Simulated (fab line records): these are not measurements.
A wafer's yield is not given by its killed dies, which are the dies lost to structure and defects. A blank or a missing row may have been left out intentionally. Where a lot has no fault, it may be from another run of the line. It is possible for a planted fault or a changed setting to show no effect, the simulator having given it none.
Matching of chambers || flow n5-finfet || N5_FIN_CUT_CUT_ETCH_15 on rie-si-02: 4 sister chambers
The step etches Si in HBr/Cl2/O2, target depth 100 nm, bt time 10 s, time 42.4 s. 8 wafers are shown with their chamber, then 8 later ones without.

== EACH WAFER AND ITS CHAMBER ==
{"wafer": "L088.4", "chamber": 1, "throttle-valve-pct (%)": 37.6, "he-backside-leak-sccm (sccm)": 2.42}
{"wafer": "L090.2", "chamber": 1, "throttle-valve-pct (%)": 37.6, "he-backside-leak-sccm (sccm)": 2.46}
{"wafer": "L090.5", "chamber": 3, "throttle-valve-pct (%)": 37.1, "he-backside-leak-sccm (sccm)": 2.43}
{"wafer": "L090.6", "chamber": 2, "throttle-valve-pct (%)": 37.5, "he-backside-leak-sccm (sccm)": 2.86}
{"wafer": "L092.1", "chamber": 3, "throttle-valve-pct (%)": 37.1, "he-backside-leak-sccm (sccm)": 2.42}
{"wafer": "L092.4", "chamber": 0, "throttle-valve-pct (%)": 36.6, "he-backside-leak-sccm (sccm)": 2.70}
{"wafer": "L092.6", "chamber": 2, "throttle-valve-pct (%)": 37.5, "he-backside-leak-sccm (sccm)": 3.03}
{"wafer": "L095.1", "chamber": 0, "throttle-valve-pct (%)": 36.7, "he-backside-leak-sccm (sccm)": 2.63}

== WAFERS WITH NO CHAMBER GIVEN ==
{"wafer": "L095.2", "throttle-valve-pct (%)": 37.1, "he-backside-leak-sccm (sccm)": 2.44}
{"wafer": "L095.4", "throttle-valve-pct (%)": 37.5, "he-backside-leak-sccm (sccm)": 2.93}
{"wafer": "L096.2", "throttle-valve-pct (%)": 37.5, "he-backside-leak-sccm (sccm)": 3.34}
{"wafer": "L096.4", "throttle-valve-pct (%)": 37.6, "he-backside-leak-sccm (sccm)": 2.16}
{"wafer": "L096.5", "throttle-valve-pct (%)": 37.5, "he-backside-leak-sccm (sccm)": 3.03}
{"wafer": "L097.1", "throttle-valve-pct (%)": 37.6, "he-backside-leak-sccm (sccm)": 2.56}
{"wafer": "L097.2", "throttle-valve-pct (%)": 37.1, "he-backside-leak-sccm (sccm)": 2.58}
{"wafer": "L097.5", "throttle-valve-pct (%)": 36.7, "he-backside-leak-sccm (sccm)": 2.53}

== WHICH CHAMBER EACH WENT THROUGH ==
{"wafer": "L095.2", "from the rows above": 3, "in truth": 3}
{"wafer": "L095.4", "from the rows above": 2, "in truth": 2}
{"wafer": "L096.2", "from the rows above": 2, "in truth": 2}
{"wafer": "L096.4", "from the rows above": 1, "in truth": 1}
{"wafer": "L096.5", "from the rows above": 2, "in truth": 2}
{"wafer": "L097.1", "from the rows above": 1, "in truth": 1}
{"wafer": "L097.2", "from the rows above": 3, "in truth": 3}
{"wafer": "L097.5", "from the rows above": 0, "in truth": 0}
8 of 8 placed correctly. Can't be placed from these rows: 0. Number placed wrongly: 0.
How it was worked out, from the rows above alone: a wafer's distance from a chamber is the root of the sum, over the readings, of the square of ((its reading less the chamber's mean) divided by the reading's scatter). If the next closest chamber is less than 2 further off than the closest, the wafer can't be placed; otherwise it belongs to the closest. For every chamber, the mean is computed from those of its wafers that are shown. The scatter: the root of (the sum of the squares of (reading less its chamber's mean) over the shown wafers, divided by (wafers less chambers)).
